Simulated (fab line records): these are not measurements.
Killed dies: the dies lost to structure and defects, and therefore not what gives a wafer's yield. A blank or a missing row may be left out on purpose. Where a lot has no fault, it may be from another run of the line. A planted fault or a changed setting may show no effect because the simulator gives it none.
2 desks looking at one fault || flow n5Finfet || each desk has only its own numbers; what lay behind them comes last

== METROLOGY DESK ==
Lot by lot, what the gauges showed, no matter which tool ran the lot: averages of those sampled wafers that carry a number. If a lot's mean is further than 4 standard deviations from the usual mean, the lot is out of limits and carries the mark OUT (the distance appears in the brackets). 7 of its 10 readings are shown, namely those furthest out on some lot.
Columns: A = DIBL_P at N5_BEOL_M4_RC_MEAS_101, usual 36.3 mV/V; B = IOFF_N at N5_BEOL_M4_RC_MEAS_101, usual 0.16 nA/um; C = ION_N at N5_BEOL_M4_RC_MEAS_101, usual 673 uA/um; D = ION_P at N5_BEOL_M4_RC_MEAS_101, usual 461 uA/um; E = SS_P at N5_BEOL_M4_RC_MEAS_101, usual 73.3 mV/dec; F = VT_N at N5_BEOL_M4_RC_MEAS_101, usual 250 mV; G = VT_P at N5_BEOL_M4_RC_MEAS_101, usual -251 mV
{"lot": "L953", "first seen here": "day 8 01:49", "A": 36.0, "B": 0.17, "C": 673, "D": 456, "E": 72.7, "F": 249, "G": -250}
{"lot": "L956", "first seen here": "day 8 19:18", "A": 34.3, "B": 0.13, "C": 666, "D": 460, "E": 72.7, "F": 254, "G": -254}
{"lot": "L958", "first seen here": "day 9 13:10", "A": 37.1, "B": 0.18, "C": 681, "D": 462, "E": 73.3, "F": 249, "G": -250}
{"lot": "L959", "first seen here": "day 9 16:16", "A": 35.1, "B": 0.15, "C": 667, "D": 460, "E": 72.8, "F": 249, "G": -252}
{"lot": "L962", "first seen here": "day 9 21:37", "A": 36.9, "B": 0.17, "C": 685, "D": 475, "E": 73.8, "F": 250, "G": -244}
{"lot": "L963", "first seen here": "day 10 00:35", "A": 37.7, "B": 0.17, "C": 670, "D": 461, "E": 74.4, "F": 252, "G": -250}
{"lot": "L964", "first seen here": "day 10 21:47", "A": 36.9, "B": 0.18, "C": 672, "D": 454, "E": 73.4, "F": 248, "G": -252}
{"lot": "L965", "first seen here": "day 11 02:34", "A": 39.2, "B": 0.21, "C": 694, "D": 474, "E": 73.3, "F": 245, "G": -246}
{"lot": "L972", "first seen here": "day 12 22:41", "A": 37.9, "B": 0.18, "C": 683, "D": 468, "E": 73.8, "F": 248, "G": -248}
{"lot": "L975", "first seen here": "day 13 05:31", "A": 33.7, "B": 0.14, "C": 663, "D": 453, "E": 73.5, "F": 250, "G": -252}
{"lot": "L976", "first seen here": "day 13 08:58", "A": 37.3, "B": 0.17, "C": 675, "D": 458, "E": 73.7, "F": 250, "G": -253}
This desk found nothing out of limits on any of the 11 lots.

== THE TOOL OWNER'S DESK: cvdCo-01 ==
The tool's own readings at N5_BEOL_M3_CVD_47 (deposits Co from CCTBA/H2, target thk 3 nm, time 223.8 s): means of the sampled wafers that have a number, for each lot that ran on this tool. If a lot's mean is further than 4 standard deviations from the usual mean, the lot is out of limits and carries the mark OUT (the distance appears in the brackets).
Columns: A = runLengthS at N5_BEOL_M3_CVD_47, usual 246.8 s
{"lot": "L953", "first seen here": "day 7 06:02", "A": 246.7}
{"lot": "L958", "first seen here": "day 8 19:55", "A": 246.8}
{"lot": "L959", "first seen here": "day 8 23:34", "A": 247.3}
{"lot": "L963", "first seen here": "day 9 09:41", "A": "307.9 (+99 or more) OUT"}
{"lot": "L964", "first seen here": "day 10 07:22", "A": "328.3 (+99 or more) OUT"}
{"lot": "L965", "first seen here": "day 10 12:18", "A": "369.4 (+99 or more) OUT"}
Finding of this desk: L963, L964, L965 out of limits; the first was L963 at day 9 09:41, on runLengthS at N5_BEOL_M3_CVD_47. L953, L958, L959: within limits.

== ALL TOGETHER ==
The tool owner's desk had the chance to raise an alarm at day 9 09:41 on L963, L964, L965.
Nothing out of limits was seen by the metrology desk.
The metrology desk holds a record of L963, L964, L965, inside its limits.
On cvdCo-01, each named lot ran N5_BEOL_M3_CVD_47.

== WHAT HAD BEEN PUT IN BY THE SIMULATOR ==
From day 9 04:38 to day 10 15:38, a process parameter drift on cvdCo-01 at N5_BEOL_M3_CVD_47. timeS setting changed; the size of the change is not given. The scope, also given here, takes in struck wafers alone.
Lots struck among those shown: L963, L964, L965.
Delay in hours, fault start to first out-of-limits reading, by desk: the tool owner's desk at 5.
